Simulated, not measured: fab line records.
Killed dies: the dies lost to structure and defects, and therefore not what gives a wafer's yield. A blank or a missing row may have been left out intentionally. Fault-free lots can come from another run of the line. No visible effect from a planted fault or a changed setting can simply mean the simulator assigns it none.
Chamber matching    flow n5 finfet    N5_BEOL_M2_ETCH_64 on rie diel-06 has 4 sister chambers
The step etches SOC in N2/H2, target depth 75 nm, overetch 22.5 nm, time 121.9 s. 16 wafers are shown with their chamber, then 8 later ones without.

WAFERS WITH THEIR CHAMBER
wafer   chamber  drypump motor current A (A)  showerhead plenum p Torr (Torr)  throttle valve pct (%)
L077.1  3        5.4                          2.57                             17.6
L077.5  3        5.4                          2.57                             17.6
L077.6  2        6.9                          2.52                             18.1
L083.1  2        6.8                          2.52                             18.1
L083.2  1        5.8                          2.46                             18.1
L083.5  1        5.8                          2.46                             18.1
L081.1  1        5.8                          2.46                             18.1
L081.2  2        6.9                          2.52                             18.1
L081.5  3        5.4                          2.57                             17.6
L086.1  0        5.7                          2.55                             17.9
L086.3  1        5.8                          2.46                             18.1
L086.4  2        6.8                          2.52                             18.1
L090.1  1        5.8                          2.45                             18.1
L090.4  3        5.4                          2.56                             17.7
L090.5  3        5.4                          2.56                             17.7
L091.1  1        5.8                          2.45                             18.1

SIGNATURES (averages over the wafers above)
reading                   chamber 0  chamber 1  chamber 2  chamber 3  scatter within a chamber
drypump motor current A   5.700      5.800      6.850      5.400      0.0289
showerhead plenum p Torr  2.5500     2.4567     2.5200     2.5660     0.00459
throttle valve pct        17.900     18.100     18.100     17.640     0.0316
Rule: for a wafer and a chamber, the distance is found by dividing, reading by reading, the gap between the wafer's reading and the chamber's mean by the reading's scatter, squaring, summing and taking the root. If the next closest chamber is less than 2 further off than the closest, the wafer can't be placed; otherwise it belongs to the closest. How the scatter is found: for the shown wafers, subtract from each reading the mean of its chamber, square and add these, divide the total by (wafers less chambers), then take the root.

WAFERS WHOSE CHAMBER IS MISSING
wafer   drypump motor current A (A)  showerhead plenum p Torr (Torr)  throttle valve pct (%)
L091.4  5.8                          2.54                             17.9
L091.5  6.8                          2.51                             18.1
L092.1  5.8                          2.54                             17.9
L092.4  5.8                          2.45                             18.1
L092.5  5.4                          2.56                             17.7
L093.1  5.8                          2.45                             18.1
L093.4  5.4                          2.56                             17.7
L093.6  5.8                          2.54                             17.9

WHICH CHAMBER EACH ONE RAN IN
wafer   from the rows above  in truth
L091.4  0                    0
L091.5  2                    2
L092.1  0                    0
L092.4  1                    1
L092.5  3                    3
L093.1  1                    1
L093.4  3                    3
L093.6  0                    0
Correct placement for 8 of the 8. Can't be placed from these rows: 0. Number placed wrongly: 0.
